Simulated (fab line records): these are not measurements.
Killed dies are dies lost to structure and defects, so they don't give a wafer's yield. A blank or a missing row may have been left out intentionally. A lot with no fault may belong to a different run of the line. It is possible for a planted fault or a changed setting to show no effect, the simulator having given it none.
fab line records ; flow n5-finfet
record lots=24; wafers=72; last-day=19
route steps=1938 shown BEOL_M7@1284
lots that met no fault: from a run of the same line without faults
start-h: start of the lot's first displayed wafer, in hours after the record's first day ; wait-h: time in hours since the lot's previous step ; " repeats the value in the row above ; L1.1+2: several wafers, shown together as one row ; - either no value or no given start ; * or withheld: withheld ; < > ~ a bound
route shown NAME@n: names a module that has steps shown in the file, with the first one's number in the route ; usual: mean/standard deviation of fault-free wafers ; same: alike in all rows ; chamber/n: place in a boat ; sites: readings site by site ; _std_site: their standard deviation ; _edge_site: outer sites' mean less inner sites' ; radius-mm: how far each site lies from the wafer's centre ; mask NAME#n: copy n ; behind: the tool/chamber that last shaped the wafer ; hold: cause of the lot's hold/its duration in hours/its outcome ; device: the transistor (n, p or np) that didn't switch ; end of line: tests of these same wafers at the route's end ; for a step that has no rows: nothing shown but its recipe ; killed: count of dies lost to structure and defects at first sort (not the wafer's yield) ; map: per-die view of a wafer (x killed, . not killed, _ where there is no die)
set.NAME: the run value of the setting; set.NAME@STEP: its run value at that earlier step ; model.NAME: the simulator's own value behind a step, which no gauge read
route steps across a sampled set of lots; one table per step, one row per wafer
services: the hour from which a tool's chamber was out of use, counted from the record's first day as start-h (under 0 if before that day), plus the number of hours and why
## steps
# step N5_BEOL_M7_HM_OPEN_17
# recipe chemistry=Cl2/BCl3; target-depth-a=200; overetch-a=60; target=TiN; mask-material=SOC; ion-energy-ev=150; pressure-mtorr=10; icp-w=1000; bias-w=126; Cl2_flow_sccm=53.25; bcl3-flow-sccm=21.75; Ar_flow_sccm=25
# usual drypump-motor-current-A=5.5/0.47; mfc-ar-sccm=25.00/0.071; oes-product-au=0.69/0.098; throttle-valve-pct=22.3/0.32
lot.wafer;tool;chamber;start-h;wait-h;drypump-motor-current-A;mfc-ar-sccm;oes-product-au;rf-hours-counter-h;throttle-valve-pct
L074.2;rie-metal-02;0;203.08;0.0;5.8;24.99;0.53;122;22.8
L074.3;rie-metal-02;0;203.08;0.0;5.8;25.02;0.54;-;22.8
L074.5;rie-metal-02;0;203.08;0.0;5.8;24.99;0.53;-;22.8
L075.3;rie-metal-02;1;206.41;0.1;4.8;25.08;0.58;-;22.4
L075.4;rie-metal-02;0;206.41;0.1;5.8;24.97;0.54;-;22.8
L075.6;rie-metal-02;0;206.41;0.1;5.8;24.91;0.55;-;22.8
L077.1;rie-metal-01;1;254.15;0.0;6.1;25.13;0.76;13;22.2
L077.2;rie-metal-01;0;254.15;0.0;5.6;24.88;0.68;22;22.1
L077.5;rie-metal-01;1;254.15;0.0;6.0;24.94;0.77;-;22.2
L078.2;rie-metal-01;1;257.03;0.0;6.0;24.97;0.77;13;22.2
L078.3;rie-metal-01;0;257.03;0.0;5.6;25.04;0.69;-;22.1
L078.6;rie-metal-01;0;257.03;0.0;5.6;24.93;0.69;-;22.1
L083.1;rie-metal-02;0;264.39;0.0;5.8;25.00;0.82;2;22.3
L083.2;rie-metal-02;1;264.39;0.0;4.8;25.02;0.57;84;22.5
L083.5;rie-metal-02;0;264.39;0.0;5.8;25.10;0.83;-;22.3
L076.1;rie-metal-02;0;264.65;0.0;5.8;24.96;0.82;2;22.3
L076.5;rie-metal-02;1;264.65;0.0;4.8;25.06;0.57;-;22.5
L076.6;rie-metal-02;0;264.65;0.0;5.8;24.95;0.82;-;22.3
L081.1;rie-metal-01;0;272.60;0.0;5.6;24.92;0.69;24;22.1
L081.2;rie-metal-01;1;272.60;0.0;6.0;24.99;0.76;15;22.2
L081.4;rie-metal-01;1;272.60;0.0;6.0;24.95;0.76;-;22.2
L080.1;rie-metal-03;0;275.88;0.0;5.7;25.00;0.76;8;21.4
L080.3;rie-metal-03;1;275.88;0.0;5.7;24.94;0.76;-;22.3
L080.4;rie-metal-03;0;275.88;0.0;5.7;24.95;0.75;-;21.5
L079.1;rie-metal-02;1;282.04;0.0;4.8;25.05;0.56;86;22.5
L079.2;rie-metal-02;0;282.04;0.0;5.8;24.98;0.81;3;22.3
L079.3;rie-metal-02;1;282.04;0.0;4.8;25.02;0.57;-;22.5
L082.1;rie-metal-02;0;285.01;0.0;5.8;25.01;0.81;3;22.4
L082.2;rie-metal-02;1;285.01;0.0;4.8;25.07;0.56;86;22.5
L082.5;rie-metal-02;1;285.01;0.0;4.8;24.97;0.56;-;22.5
L084.2;rie-metal-01;0;298.83;0.0;5.6;24.94;0.69;26;22.1
L084.4;rie-metal-01;1;298.83;0.0;6.0;25.06;0.74;-;22.3
L084.6;rie-metal-01;1;298.83;0.0;6.0;24.87;0.75;-;22.2
L086.1;rie-metal-02;0;304.40;0.0;5.8;25.05;0.80;4;22.3
L086.2;rie-metal-02;1;304.40;0.0;4.7;24.93;0.56;87;22.5
L086.4;rie-metal-02;1;304.40;0.0;4.8;25.05;0.56;-;22.5
L085.3;rie-metal-02;0;304.61;0.1;5.8;24.92;0.80;-;22.3
L085.5;rie-metal-02;0;304.61;0.1;5.8;25.02;0.81;-;22.3
L085.6;rie-metal-02;1;304.61;0.1;4.8;24.97;0.57;-;22.5
L087.4;rie-metal-03;0;308.07;0.1;5.8;24.93;0.75;-;21.4
L087.5;rie-metal-03;1;308.07;0.1;5.7;25.02;0.76;-;22.3
L087.6;rie-metal-03;0;308.07;0.1;5.8;24.99;0.76;-;21.4
L088.1;rie-metal-03;1;308.30;0.0;5.7;25.07;0.76;8;22.3
L088.2;rie-metal-03;0;308.30;0.0;5.7;24.95;0.76;10;21.4
L088.4;rie-metal-03;0;308.30;0.0;5.7;24.98;0.76;-;21.4
L091.1;rie-metal-02;0;322.89;0.0;5.8;25.04;0.79;5;22.3
L091.3;rie-metal-02;0;322.89;0.0;5.8;25.03;0.79;-;22.3
L091.6;rie-metal-02;0;322.89;0.0;5.8;25.12;0.79;-;22.3
L089.1;rie-metal-03;1;331.93;0.0;5.7;25.00;0.73;10;22.3
L089.3;rie-metal-03;0;331.93;0.0;5.7;25.15;0.75;-;21.4
L089.5;rie-metal-03;1;331.93;0.0;5.7;25.03;0.73;-;22.3
L093.1;rie-metal-02;1;342.81;0.0;4.8;25.07;0.56;91;22.5
L093.3;rie-metal-02;1;342.81;0.0;4.8;25.06;0.56;-;22.5
L093.5;rie-metal-02;0;342.81;0.0;5.8;24.95;0.77;-;22.4
L090.1;rie-metal-03;0;344.36;0.0;5.7;24.89;0.75;13;21.5
L090.2;rie-metal-03;1;344.36;0.0;5.7;25.00;0.74;11;22.3
L090.4;rie-metal-03;0;344.36;0.0;5.7;25.02;0.74;-;21.5
L094.1;rie-metal-02;0;352.01;0.0;5.8;25.13;0.79;8;22.3
L094.2;rie-metal-02;1;352.01;0.0;4.8;25.00;0.56;92;22.5
L094.5;rie-metal-02;0;352.01;0.0;5.8;25.09;0.78;-;22.3
L092.3;rie-metal-02;0;352.56;0.1;5.8;24.93;0.78;-;22.3
L092.4;rie-metal-02;1;352.56;0.1;4.8;25.04;0.56;-;22.5
L092.5;rie-metal-02;0;352.56;0.1;5.8;25.03;0.78;-;22.3
L095.1;rie-metal-01;0;357.99;0.0;5.6;25.06;0.67;31;22.1
L095.5;rie-metal-01;0;357.99;0.0;5.6;25.07;0.67;-;22.1
L095.6;rie-metal-01;1;357.99;0.0;6.0;25.14;0.73;-;22.3
L096.3;rie-metal-02;0;372.84;0.1;5.8;24.99;0.77;-;22.3
L096.5;rie-metal-02;0;372.84;0.1;5.8;24.88;0.77;-;22.3
L096.6;rie-metal-02;1;372.84;0.1;4.8;24.90;0.55;-;22.5
L097.1;rie-metal-02;1;375.55;0.0;4.8;24.99;0.55;94;22.5
L097.3;rie-metal-02;0;375.55;0.0;5.8;24.95;0.76;-;22.3
L097.5;rie-metal-02;0;375.55;0.0;5.8;24.84;0.75;-;22.3
# step N5_BEOL_M7_CD_MEAS_18
# recipe pitch-nm=80; target-cd-nm=40
# usual cd-nm=39.9/0.77
lot.wafer;tool;chamber;start-h;wait-h;cd-nm
L074.2;cd-sem-01;-;203.26;0.1;40.3
L074.3;cd-sem-01;-;203.26;0.1;40.0
L074.5;cd-sem-01;-;203.26;0.1;39.4
L075.3;cd-sem-03;-;206.57;0.1;39.8
L075.4;cd-sem-03;-;206.57;0.1;38.4
L075.6;cd-sem-03;-;206.57;0.1;39.0
L077.1;cd-sem-02;-;254.33;0.0;40.8
L077.2;cd-sem-02;-;254.33;0.0;41.3
L077.5;cd-sem-02;-;254.33;0.0;40.4
L078.2;cd-sem-01;-;257.22;0.1;39.9
L078.3;cd-sem-01;-;257.22;0.1;41.1
L078.6;cd-sem-01;-;257.22;0.1;39.5
L083.1;cd-sem-02;-;264.57;0.0;39.8
L083.2;cd-sem-02;-;264.57;0.0;38.5
L083.5;cd-sem-02;-;264.57;0.0;39.1
L076.1;cd-sem-01;-;264.84;0.0;40.8
L076.5;cd-sem-01;-;264.84;0.0;40.8
L076.6;cd-sem-01;-;264.84;0.0;41.1
L081.1;cd-sem-02;-;272.78;0.0;40.1
L081.2;cd-sem-02;-;272.78;0.0;40.3
L081.4;cd-sem-02;-;272.78;0.0;39.6
L080.1;cd-sem-01;-;276.10;0.0;40.6
L080.3;cd-sem-01;-;276.10;0.0;39.1
L080.4;cd-sem-01;-;276.10;0.0;38.3
L079.1;cd-sem-02;-;282.22;0.0;39.9
L079.2;cd-sem-02;-;282.22;0.0;40.0
L079.3;cd-sem-02;-;282.22;0.0;40.3
L082.1;cd-sem-02;-;285.35;0.0;40.2
L082.2;cd-sem-02;-;285.35;0.0;40.1
L082.5;cd-sem-02;-;285.35;0.0;40.8
L084.2;cd-sem-02;-;299.03;0.1;40.2
L084.4;cd-sem-02;-;299.03;0.1;40.6
L084.6;cd-sem-02;-;299.03;0.1;40.0
L086.1;cd-sem-02;-;304.58;0.1;39.3
L086.2;cd-sem-02;-;304.58;0.1;39.3
L086.4;cd-sem-02;-;304.58;0.1;39.2
L085.3;cd-sem-03;-;304.76;0.1;40.2
L085.5;cd-sem-03;-;304.76;0.1;41.5
L085.6;cd-sem-03;-;304.76;0.1;40.6
L087.4;cd-sem-01;-;308.35;0.1;39.3
L087.5;cd-sem-01;-;308.35;0.1;38.6
L087.6;cd-sem-01;-;308.35;0.1;39.1
L088.1;cd-sem-03;-;308.68;0.0;38.5
L088.2;cd-sem-03;-;308.68;0.0;40.3
L088.4;cd-sem-03;-;308.68;0.0;39.9
L091.1;cd-sem-02;-;323.19;0.0;40.4
L091.3;cd-sem-02;-;323.19;0.0;40.4
L091.6;cd-sem-02;-;323.19;0.0;39.4
L089.1;cd-sem-02;-;332.11;0.0;40.7
L089.3;cd-sem-02;-;332.11;0.0;40.6
L089.5;cd-sem-02;-;332.11;0.0;39.0
L093.1;cd-sem-01;-;342.99;0.0;41.0
L093.3;cd-sem-01;-;342.99;0.0;38.7
L093.5;cd-sem-01;-;342.99;0.0;39.9
L090.1;cd-sem-02;-;344.54;0.0;38.6
L090.2;cd-sem-02;-;344.54;0.0;39.9
L090.4;cd-sem-02;-;344.54;0.0;40.1
L094.1;cd-sem-03;-;352.30;0.0;39.5
L094.2;cd-sem-03;-;352.30;0.0;40.5
L094.5;cd-sem-03;-;352.30;0.0;40.0
L092.3;cd-sem-03;-;352.71;0.1;39.7
L092.4;cd-sem-03;-;352.71;0.1;41.6
L092.5;cd-sem-03;-;352.71;0.1;40.0
L095.1;cd-sem-01;-;358.17;0.0;40.9
L095.5;cd-sem-01;-;358.17;0.0;40.5
L095.6;cd-sem-01;-;358.17;0.0;40.8
L096.3;cd-sem-01;-;373.00;0.1;38.3
L096.5;cd-sem-01;-;373.00;0.1;38.8
L096.6;cd-sem-01;-;373.00;0.1;40.4
L097.1;cd-sem-03;-;375.81;0.0;39.2
L097.3;cd-sem-03;-;375.81;0.0;39.3
L097.5;cd-sem-03;-;375.81;0.0;38.8
# step N5_BEOL_M7_INSPECT_30
# recipe mode=adi; inspect-instrument=brightfield
# usual raw-defect-count=478/100
lot.wafer;tool;chamber;start-h;wait-h;raw-defect-count
L074.2;defect-inspect-01;-;203.86;0.0;389
L074.3;defect-inspect-01;-;203.86;0.0;472
L074.5;defect-inspect-01;-;203.86;0.0;502
L075.3;defect-inspect-02;-;209.80;0.0;693
L075.4;defect-inspect-02;-;209.80;0.0;588
L075.6;defect-inspect-02;-;209.80;0.0;531
L077.1;defect-inspect-02;-;254.85;0.1;426
L077.2;defect-inspect-02;-;254.85;0.1;544
L077.5;defect-inspect-02;-;254.85;0.1;419
L078.2;defect-inspect-02;-;258.31;0.0;383
L078.3;defect-inspect-02;-;258.31;0.0;546
L078.6;defect-inspect-02;-;258.31;0.0;507
L076.1;defect-inspect-01;-;266.10;0.1;491
L076.5;defect-inspect-01;-;266.10;0.1;505
L076.6;defect-inspect-01;-;266.10;0.1;510
L083.1;defect-inspect-01;-;267.66;0.1;452
L083.2;defect-inspect-01;-;267.66;0.1;426
L083.5;defect-inspect-01;-;267.66;0.1;404
L081.1;defect-inspect-01;-;274.45;0.1;437
L081.2;defect-inspect-01;-;274.45;0.1;360
L081.4;defect-inspect-01;-;274.45;0.1;367
L080.1;defect-inspect-02;-;278.40;0.1;419
L080.3;defect-inspect-02;-;278.40;0.1;522
L080.4;defect-inspect-02;-;278.40;0.1;625
L079.1;defect-inspect-02;-;285.00;0.1;579
L079.2;defect-inspect-02;-;285.00;0.1;429
L079.3;defect-inspect-02;-;285.00;0.1;531
L082.1;defect-inspect-01;-;287.71;0.1;462
L082.2;defect-inspect-01;-;287.71;0.1;515
L082.5;defect-inspect-01;-;287.71;0.1;437
L084.2;defect-inspect-01;-;299.43;0.0;391
L084.4;defect-inspect-01;-;299.43;0.0;480
L084.6;defect-inspect-01;-;299.43;0.0;549
L086.1;defect-inspect-01;-;306.44;0.1;400
L086.2;defect-inspect-01;-;306.44;0.1;452
L086.4;defect-inspect-01;-;306.44;0.1;419
L085.3;defect-inspect-01;-;306.61;0.0;422
L085.5;defect-inspect-01;-;306.61;0.0;420
L085.6;defect-inspect-01;-;306.61;0.0;369
L087.4;defect-inspect-02;-;311.17;0.0;535
L087.5;defect-inspect-02;-;311.17;0.0;382
L087.6;defect-inspect-02;-;311.17;0.0;465
L088.1;defect-inspect-02;-;311.37;0.1;448
L088.2;defect-inspect-02;-;311.37;0.1;441
L088.4;defect-inspect-02;-;311.37;0.1;503
L091.1;defect-inspect-01;-;324.85;0.1;342
L091.3;defect-inspect-01;-;324.85;0.1;329
L091.6;defect-inspect-01;-;324.85;0.1;592
L089.1;defect-inspect-01;-;335.32;0.1;748
L089.3;defect-inspect-01;-;335.32;0.1;490
L089.5;defect-inspect-01;-;335.32;0.1;704
L093.1;defect-inspect-02;-;343.49;0.1;472
L093.3;defect-inspect-02;-;343.49;0.1;415
L093.5;defect-inspect-02;-;343.49;0.1;385
L090.1;defect-inspect-02;-;344.97;0.1;470
L090.2;defect-inspect-02;-;344.97;0.1;415
L090.4;defect-inspect-02;-;344.97;0.1;543
L094.1;defect-inspect-02;-;352.69;0.1;403
L094.2;defect-inspect-02;-;352.69;0.1;411
L094.5;defect-inspect-02;-;352.69;0.1;303
L092.3;defect-inspect-01;-;355.89;0.0;593
L092.4;defect-inspect-01;-;355.89;0.0;461
L092.5;defect-inspect-01;-;355.89;0.0;593
L095.1;defect-inspect-02;-;360.36;0.1;507
L095.5;defect-inspect-02;-;360.36;0.1;538
L095.6;defect-inspect-02;-;360.36;0.1;351
L096.3;defect-inspect-01;-;373.81;0.0;550
L096.5;defect-inspect-01;-;373.81;0.0;481
L096.6;defect-inspect-01;-;373.81;0.0;349
L097.1;defect-inspect-02;-;377.70;0.1;528
L097.3;defect-inspect-02;-;377.70;0.1;265
L097.5;defect-inspect-02;-;377.70;0.1;560
# step N5_BEOL_M7_CD_MEAS_35
# recipe target-cd-nm=40; polarity=opening
# usual cd-nm=40.0/0.72
lot.wafer;tool;chamber;start-h;wait-h;cd-nm
L074.2;cd-sem-03;-;204.49;0.0;40.0
L074.3;cd-sem-03;-;204.49;0.0;40.3
L074.5;cd-sem-03;-;204.49;0.0;39.8
L075.3;cd-sem-03;-;210.42;0.0;40.1
L075.4;cd-sem-03;-;210.42;0.0;38.2
L075.6;cd-sem-03;-;210.42;0.0;39.4
L077.1;cd-sem-01;-;255.66;0.0;41.2
L077.2;cd-sem-01;-;255.66;0.0;41.0
L077.5;cd-sem-01;-;255.66;0.0;40.8
L078.2;cd-sem-02;-;259.08;0.0;40.8
L078.3;cd-sem-02;-;259.08;0.0;40.2
L078.6;cd-sem-02;-;259.08;0.0;39.5
L076.1;cd-sem-01;-;266.71;0.0;40.7
L076.5;cd-sem-01;-;266.71;0.0;41.2
L076.6;cd-sem-01;-;266.71;0.0;41.4
L083.1;cd-sem-03;-;268.40;0.0;39.7
L083.2;cd-sem-03;-;268.40;0.0;39.0
L083.5;cd-sem-03;-;268.40;0.0;39.2
L081.1;cd-sem-03;-;275.15;0.0;40.2
L081.2;cd-sem-03;-;275.15;0.0;40.6
L081.4;cd-sem-03;-;275.15;0.0;40.0
L080.1;cd-sem-01;-;279.02;0.0;40.5
L080.3;cd-sem-01;-;279.02;0.0;39.5
L080.4;cd-sem-01;-;279.02;0.0;38.4
L079.1;cd-sem-01;-;285.87;0.0;40.0
L079.2;cd-sem-01;-;285.87;0.0;40.3
L079.3;cd-sem-01;-;285.87;0.0;40.6
L082.1;cd-sem-02;-;288.33;0.0;40.0
L082.2;cd-sem-02;-;288.33;0.0;39.5
L082.5;cd-sem-02;-;288.33;0.0;40.8
L084.2;cd-sem-02;-;300.05;0.0;40.2
L084.4;cd-sem-02;-;300.05;0.0;40.9
L084.6;cd-sem-02;-;300.05;0.0;39.5
L086.1;cd-sem-01;-;307.18;0.0;39.7
L086.2;cd-sem-01;-;307.18;0.0;39.7
L086.4;cd-sem-01;-;307.18;0.0;39.2
L085.3;cd-sem-02;-;307.33;0.0;40.3
L085.5;cd-sem-02;-;307.33;0.0;41.2
L085.6;cd-sem-02;-;307.33;0.0;40.4
L087.4;cd-sem-03;-;311.79;0.0;39.8
L087.5;cd-sem-03;-;311.79;0.0;39.0
L087.6;cd-sem-03;-;311.79;0.0;39.5
L088.1;cd-sem-03;-;312.49;0.0;38.6
L088.2;cd-sem-03;-;312.49;0.0;40.4
L088.4;cd-sem-03;-;312.49;0.0;39.6
L091.1;cd-sem-03;-;325.85;0.0;40.1
L091.3;cd-sem-03;-;325.85;0.0;40.4
L091.6;cd-sem-03;-;325.85;0.0;39.3
L089.1;cd-sem-02;-;335.93;0.0;40.2
L089.3;cd-sem-02;-;335.93;0.0;40.3
L089.5;cd-sem-02;-;335.93;0.0;39.2
L093.1;cd-sem-01;-;344.11;0.0;40.9
L093.3;cd-sem-01;-;344.11;0.0;38.7
L093.5;cd-sem-01;-;344.11;0.0;39.6
L090.1;cd-sem-01;-;345.58;0.0;39.2
L090.2;cd-sem-01;-;345.58;0.0;40.4
L090.4;cd-sem-01;-;345.58;0.0;39.9
L094.1;cd-sem-03;-;353.31;0.0;39.3
L094.2;cd-sem-03;-;353.31;0.0;40.4
L094.5;cd-sem-03;-;353.31;0.0;39.8
L092.3;cd-sem-03;-;356.51;0.0;40.0
L092.4;cd-sem-03;-;356.51;0.0;41.5
L092.5;cd-sem-03;-;356.51;0.0;40.0
L095.1;cd-sem-01;-;360.97;0.0;40.5
L095.5;cd-sem-01;-;360.97;0.0;40.4
L095.6;cd-sem-01;-;360.97;0.0;41.2
L096.3;cd-sem-02;-;374.86;0.0;38.8
L096.5;cd-sem-02;-;374.86;0.0;39.0
L096.6;cd-sem-02;-;374.86;0.0;40.8
L097.1;cd-sem-01;-;378.79;0.0;39.3
L097.3;cd-sem-01;-;378.79;0.0;39.9
L097.5;cd-sem-01;-;378.79;0.0;38.9
# step N5_BEOL_M7_PRE_CLEAN_45
# recipe gas=H2/He; time-s=30; temp-c=250
# usual heater-power-w=343/34
lot.wafer;tool;chamber;start-h;wait-h;heater-power-w
L074.2;pvd-sputter-03;-;205.02;0.0;306
L074.3;pvd-sputter-03;-;205.02;0.0;343
L074.5;pvd-sputter-03;-;205.02;0.0;301
L075.3;pvd-sputter-01;-;210.83;0.0;339
L075.4;pvd-sputter-01;-;210.83;0.0;356
L075.6;pvd-sputter-01;-;210.83;0.0;359
L077.1;pvd-sputter-03;-;256.17;0.0;342
L077.2;pvd-sputter-03;-;256.17;0.0;341
L077.5;pvd-sputter-03;-;256.17;0.0;339
L078.2;pvd-sputter-03;-;259.56;0.0;301
L078.3;pvd-sputter-03;-;259.56;0.0;356
L078.6;pvd-sputter-03;-;259.56;0.0;341
L076.1;pvd-sputter-02;-;267.47;0.0;321
L076.5;pvd-sputter-02;-;267.47;0.0;302
L076.6;pvd-sputter-02;-;267.47;0.0;369
L083.1;pvd-sputter-02;-;269.08;0.0;318
L083.2;pvd-sputter-02;-;269.08;0.0;311
L083.5;pvd-sputter-02;-;269.08;0.0;376
L081.1;pvd-sputter-01;-;275.65;0.0;434
L081.2;pvd-sputter-01;-;275.65;0.0;334
L081.4;pvd-sputter-01;-;275.65;0.0;362
L080.1;pvd-sputter-03;-;279.81;0.0;343
L080.3;pvd-sputter-03;-;279.81;0.0;340
L080.4;pvd-sputter-03;-;279.81;0.0;309
L079.1;pvd-sputter-03;-;288.07;0.0;343
L079.2;pvd-sputter-03;-;288.07;0.0;305
L079.3;pvd-sputter-03;-;288.07;0.0;343
L082.1;pvd-sputter-03;-;288.87;0.0;344
L082.2;pvd-sputter-03;-;288.87;0.0;304
L082.5;pvd-sputter-03;-;288.87;0.0;354
L084.2;pvd-sputter-03;-;300.50;0.0;339
L084.4;pvd-sputter-03;-;300.50;0.0;338
L084.6;pvd-sputter-03;-;300.50;0.0;308
L086.1;pvd-sputter-03;-;307.58;0.0;347
L086.2;pvd-sputter-03;-;307.58;0.0;307
L086.4;pvd-sputter-03;-;307.58;0.0;346
L085.3;pvd-sputter-01;-;307.73;0.0;425
L085.5;pvd-sputter-01;-;307.73;0.0;440
L085.6;pvd-sputter-01;-;307.73;0.0;337
L087.4;pvd-sputter-02;-;312.44;0.0;376
L087.5;pvd-sputter-02;-;312.44;0.0;378
L087.6;pvd-sputter-02;-;312.44;0.0;310
L088.1;pvd-sputter-02;-;313.12;0.0;298
L088.2;pvd-sputter-02;-;313.12;0.0;310
L088.4;pvd-sputter-02;-;313.12;0.0;381
L091.1;pvd-sputter-01;-;326.26;0.0;342
L091.3;pvd-sputter-01;-;326.26;0.0;421
L091.6;pvd-sputter-01;-;326.26;0.0;330
L089.1;pvd-sputter-03;-;336.42;0.0;354
L089.3;pvd-sputter-03;-;336.42;0.0;363
L089.5;pvd-sputter-03;-;336.42;0.0;310
L093.1;pvd-sputter-03;-;344.54;0.0;308
L093.3;pvd-sputter-03;-;344.54;0.0;360
L093.5;pvd-sputter-03;-;344.54;0.0;306
L090.1;pvd-sputter-02;-;347.19;0.0;372
L090.2;pvd-sputter-02;-;347.19;0.0;308
L090.4;pvd-sputter-02;-;347.19;0.0;322
L094.1;pvd-sputter-01;-;353.94;0.0;340
L094.2;pvd-sputter-01;-;353.94;0.0;327
L094.5;pvd-sputter-01;-;353.94;0.0;345
L092.3;pvd-sputter-01;-;357.11;0.0;341
L092.4;pvd-sputter-01;-;357.11;0.0;436
L092.5;pvd-sputter-01;-;357.11;0.0;435
L095.1;pvd-sputter-02;-;361.88;0.0;301
L095.5;pvd-sputter-02;-;361.88;0.0;299
L095.6;pvd-sputter-02;-;361.88;0.0;387
L096.3;pvd-sputter-02;-;375.36;0.0;315
L096.5;pvd-sputter-02;-;375.36;0.0;298
L096.6;pvd-sputter-02;-;375.36;0.0;312
L097.1;pvd-sputter-03;-;379.64;0.0;350
L097.3;pvd-sputter-03;-;379.64;0.0;309
L097.5;pvd-sputter-03;-;379.64;0.0;299
# step N5_BEOL_M7_DEP_56
# recipe material=SiCN; target-thk-a=100; temp-c=withheld; precursor=3MS/NH3; pressure-torr=3; rf-w=202; time-s=17.5
# usual showerhead-plenum-p-Torr=3.674/0.0081; throttle-valve-pct=9.2/0.36
lot.wafer;tool;chamber;start-h;wait-h;showerhead-plenum-p-Torr;throttle-valve-pct
L074.2;pecvd-02;1;206.46;0.0;3.670;9.7
L074.3;pecvd-02;0;206.46;0.0;3.680;9.0
L074.5;pecvd-02;1;206.46;0.0;3.672;9.5
L075.3;pecvd-01;0;212.73;0.0;3.680;9.5
L075.4;pecvd-01;2;212.73;0.0;3.656;8.7
L075.6;pecvd-01;1;212.73;0.0;3.660;9.8
L077.1;pecvd-03;0;259.26;0.0;3.685;9.2
L077.2;pecvd-03;1;259.26;0.0;3.669;9.2
L077.5;pecvd-03;2;259.26;0.0;3.677;8.8
L078.2;pecvd-03;0;262.18;0.0;3.681;9.2
L078.3;pecvd-03;2;262.18;0.0;3.670;9.0
L078.6;pecvd-03;2;262.18;0.0;3.665;9.1
L076.1;pecvd-03;0;269.21;0.0;3.681;9.1
L076.5;pecvd-03;1;269.21;0.0;3.678;9.3
L076.6;pecvd-03;2;269.21;0.0;3.673;8.9
L083.1;pecvd-03;1;272.20;0.0;3.674;9.2
L083.2;pecvd-03;2;272.20;0.0;3.674;8.9
L083.5;pecvd-03;2;272.20;0.0;3.666;8.8
L081.1;pecvd-01;2;277.81;0.0;3.671;9.1
L081.2;pecvd-01;1;277.81;0.0;3.665;9.6
L081.4;pecvd-01;0;277.81;0.0;3.677;9.4
L080.1;pecvd-02;1;281.23;0.0;3.666;9.5
L080.3;pecvd-02;2;281.23;0.0;3.664;8.8
L080.4;pecvd-02;1;281.23;0.0;3.671;9.6
L079.1;pecvd-01;0;289.62;0.0;3.682;9.6
L079.2;pecvd-01;1;289.62;0.0;3.660;9.6
L079.3;pecvd-01;0;289.62;0.0;3.686;9.6
L082.1;pecvd-02;0;290.59;0.0;3.672;9.0
L082.2;pecvd-02;2;290.59;0.0;3.682;8.7
L082.5;pecvd-02;2;290.59;0.0;3.670;8.7
L084.2;pecvd-03;0;301.89;0.0;3.692;9.2
L084.4;pecvd-03;1;301.89;0.0;3.668;9.2
L084.6;pecvd-03;2;301.89;0.0;3.661;8.9
L086.1;pecvd-03;0;309.60;0.0;3.678;9.0
L086.2;pecvd-03;2;309.60;0.0;3.672;8.7
L086.4;pecvd-03;1;309.60;0.0;3.665;9.1
L085.3;pecvd-02;1;309.81;0.0;3.677;9.8
L085.5;pecvd-02;2;309.81;0.0;3.664;9.0
L085.6;pecvd-02;1;309.81;0.0;3.671;9.9
L087.4;pecvd-03;2;313.88;0.0;3.654;9.0
L087.5;pecvd-03;1;313.88;0.0;3.667;9.1
L087.6;pecvd-03;0;313.88;0.0;3.683;9.1
L088.1;pecvd-02;2;314.62;0.0;3.670;8.9
L088.2;pecvd-02;1;314.62;0.0;3.677;9.9
L088.4;pecvd-02;2;314.62;0.0;3.670;8.7
L091.1;pecvd-03;1;329.57;0.0;3.682;9.3
L091.3;pecvd-03;0;329.57;0.0;3.683;9.2
L091.6;pecvd-03;0;329.57;0.0;3.682;9.2
L089.1;pecvd-03;0;338.06;0.0;3.673;9.0
L089.3;pecvd-03;2;338.06;0.0;3.660;8.9
L089.5;pecvd-03;2;338.06;0.0;3.671;9.3
L093.1;pecvd-03;0;346.31;0.0;3.686;9.2
L093.3;pecvd-03;1;346.31;0.0;3.670;9.0
L093.5;pecvd-03;1;346.31;0.0;3.669;9.3
L090.1;pecvd-03;0;349.25;0.0;3.685;9.0
L090.2;pecvd-03;1;349.25;0.0;3.665;9.1
L090.4;pecvd-03;0;349.25;0.0;3.684;9.2
L094.1;pecvd-02;1;356.89;0.0;3.671;9.6
L094.2;pecvd-02;2;356.89;0.0;3.669;8.7
L094.5;pecvd-02;2;356.89;0.0;3.676;8.9
L092.3;pecvd-03;1;358.87;0.0;3.675;9.2
L092.4;pecvd-03;0;358.87;0.0;3.673;9.3
L092.5;pecvd-03;1;358.87;0.0;3.672;9.4
L095.1;pecvd-03;1;364.21;0.0;3.671;9.5
L095.5;pecvd-03;2;364.21;0.0;3.661;9.1
L095.6;pecvd-03;0;364.21;0.0;3.682;9.2
L096.3;pecvd-01;1;377.15;0.0;3.667;9.8
L096.5;pecvd-01;0;377.15;0.0;3.674;9.8
L096.6;pecvd-01;2;377.15;0.0;3.673;8.9
L097.1;pecvd-02;1;381.70;0.0;3.673;9.8
L097.3;pecvd-02;0;381.70;0.0;3.678;9.2
L097.5;pecvd-02;2;381.70;0.0;3.666;8.7
## services
tool;chamber;start-h;hours;kind
rie-metal-03;0;180.09;-;clean
rie-metal-03;0;180.09;19.2;scheduled-down
rie-metal-03;0;180.09;19.2;vent-cycle
pecvd-02;1;190.96;5.5;scheduled-down
pecvd-02;2;196.28;4.4;repair
rie-metal-03;1;199.32;-;clean
rie-metal-03;1;199.32;20.9;scheduled-down
rie-metal-03;1;199.32;20.9;vent-cycle
pecvd-02;2;202.38;-;clean
pecvd-02;2;202.38;-;consumable-replace:showerhead
pecvd-02;2;202.38;29.0;scheduled-down
pecvd-02;2;202.38;29.0;vent-cycle
rie-metal-02;-;204.99;0.6;repair
rie-metal-01;-;219.62;2.8;pm
rie-metal-02;0;229.49;-;clean
rie-metal-02;0;229.49;16.1;scheduled-down
rie-metal-02;0;229.49;16.1;vent-cycle
pecvd-02;-;243.26;0.3;repair
pecvd-03;-;246.62;0.8;repair
rie-metal-02;0;304.83;6.8;repair
pecvd-02;0;305.05;5.5;scheduled-down
pecvd-03;1;314.33;5.5;scheduled-down
pecvd-01;1;355.77;5.0;repair
pecvd-02;1;373.58;2.1;scheduled-down
## key
fault none
